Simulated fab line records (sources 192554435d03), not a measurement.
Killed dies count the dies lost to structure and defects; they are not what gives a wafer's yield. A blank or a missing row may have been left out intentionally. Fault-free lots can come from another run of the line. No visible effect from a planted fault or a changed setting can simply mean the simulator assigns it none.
The tool behind it: which one? / flow n5Finfet / 9 lots with 27 wafers sampled at 3 steps, on a route of 1938 steps

## WHAT EACH GAUGE READ, for each wafer
N5_PMOS_HMC_CHANNEL_EPI_THK_MEAS_22.
lot=L409; measured=day 2 09:27; on=filmMetro-02; HMC_CMP_THK (nm)=55.3 51.5 54.4
lot=L411; measured=day 2 20:24; on=filmMetro-01; HMC_CMP_THK (nm)=53.5 52.1 51.7
lot=L418; measured=day 4 14:22; on=filmMetro-01; HMC_CMP_THK (nm)=54.8 53.0 54.5
lot=L419; measured=day 4 20:27; on=filmMetro-01; HMC_CMP_THK (nm)=56.1 54.8 54.8
lot=L420; measured=day 5 02:08; on=filmMetro-01; HMC_CMP_THK (nm)=54.6 53.6 54.1
lot=L422; measured=day 5 14:33; on=filmMetro-01; HMC_CMP_THK (nm)=54.3 53.0 54.7
lot=L423; measured=day 5 19:49; on=filmMetro-01; HMC_CMP_THK (nm)=52.5 42.5 51.6
lot=L424; measured=day 6 01:41; on=filmMetro-01; HMC_CMP_THK (nm)=55.2 54.9 55.1
lot=L426; measured=day 6 14:02; on=filmMetro-02; HMC_CMP_THK (nm)=54.3 54.3 51.2

## TOOL THAT RAN EACH LOT (tool first, then ch and the chambers of the sampled wafers, then the start)
lot=L409; N5_WELL_APT_DESCUM_30=rieDiel-04 ch 0,2,3, day 2 04:10; N5_PMOS_HMC_CHANNEL_EPI_FIN_RECESS_16=rieSi-03 ch 0,1,2, day 2 07:38
lot=L411; N5_WELL_APT_DESCUM_30=rieDiel-03 ch 1,2,3, day 2 15:20; N5_PMOS_HMC_CHANNEL_EPI_FIN_RECESS_16=rieSi-06 ch 0,1, day 2 18:35
lot=L418; N5_WELL_APT_DESCUM_30=rieDiel-03 ch 0,2,3, day 4 09:01; N5_PMOS_HMC_CHANNEL_EPI_FIN_RECESS_16=rieSi-04 ch 1,2, day 4 11:38
lot=L419; N5_WELL_APT_DESCUM_30=rieDiel-01 ch 2,3, day 4 15:04; N5_PMOS_HMC_CHANNEL_EPI_FIN_RECESS_16=rieSi-04 ch 2,3, day 4 17:43
lot=L420; N5_WELL_APT_DESCUM_30=rieDiel-04 ch 1,2,3, day 4 21:16; N5_PMOS_HMC_CHANNEL_EPI_FIN_RECESS_16=rieSi-06 ch 1,3, day 5 00:20
lot=L422; N5_WELL_APT_DESCUM_30=rieDiel-01 ch 0,1,3, day 5 09:46; N5_PMOS_HMC_CHANNEL_EPI_FIN_RECESS_16=rieSi-03 ch 0,2,3, day 5 12:45
lot=L423; N5_WELL_APT_DESCUM_30=rieDiel-01 ch 2,3, day 5 14:53; N5_PMOS_HMC_CHANNEL_EPI_FIN_RECESS_16=rieSi-03 ch 0,1,3, day 5 18:00
lot=L424; N5_WELL_APT_DESCUM_30=rieDiel-04 ch 0,1, day 5 21:23; N5_PMOS_HMC_CHANNEL_EPI_FIN_RECESS_16=rieSi-04 ch 2,3, day 5 23:53
lot=L426; N5_WELL_APT_DESCUM_30=rieDiel-03 ch 0,1,3, day 6 09:28; N5_PMOS_HMC_CHANNEL_EPI_FIN_RECESS_16=rieSi-06 ch 0,3, day 6 12:14
- N5_WELL_APT_DESCUM_30: chemistry O2, time 7.9 s.
- N5_PMOS_HMC_CHANNEL_EPI_FIN_RECESS_16: chemistry HBr/Cl2, target Si, target depth 54 nm, time 18 s.

## THE ANSWER, worked out from the rows above alone
Rule: usual is defined by the lots themselves. Put in order of their means at a reading, lots are off if they are a third of the lots or fewer, leave a main group of 4 or more, and stand apart from it by a gap of 3 or more times the standard deviation of the main group's means; of several such gaps the widest counts. The tables above print the reading to a certain number of digits; a main group whose means all agree to those digits is not used. Also off: a lot with no number at a reading for which 4 or more lots have one. All remaining lots with rows at the step are treated as sound.
Off: at N5_PMOS_HMC_CHANNEL_EPI_THK_MEAS_22 (HMC_CMP_THK), L423. Main group: mean 54.0 nm, sd 0.85.
A tool fits if, at a process step before that reading, it ran every lot that is off, and no sound lot after the first of them. Gauges at N5_PMOS_HMC_CHANNEL_EPI_THK_MEAS_22: tried the same way as those tools. 2 tools fit, rieDiel-01 at N5_WELL_APT_DESCUM_30 and rieSi-03 at N5_PMOS_HMC_CHANNEL_EPI_FIN_RECESS_16, so this cannot tell which one it is.

## WHAT THE SIMULATOR HAD INSERTED
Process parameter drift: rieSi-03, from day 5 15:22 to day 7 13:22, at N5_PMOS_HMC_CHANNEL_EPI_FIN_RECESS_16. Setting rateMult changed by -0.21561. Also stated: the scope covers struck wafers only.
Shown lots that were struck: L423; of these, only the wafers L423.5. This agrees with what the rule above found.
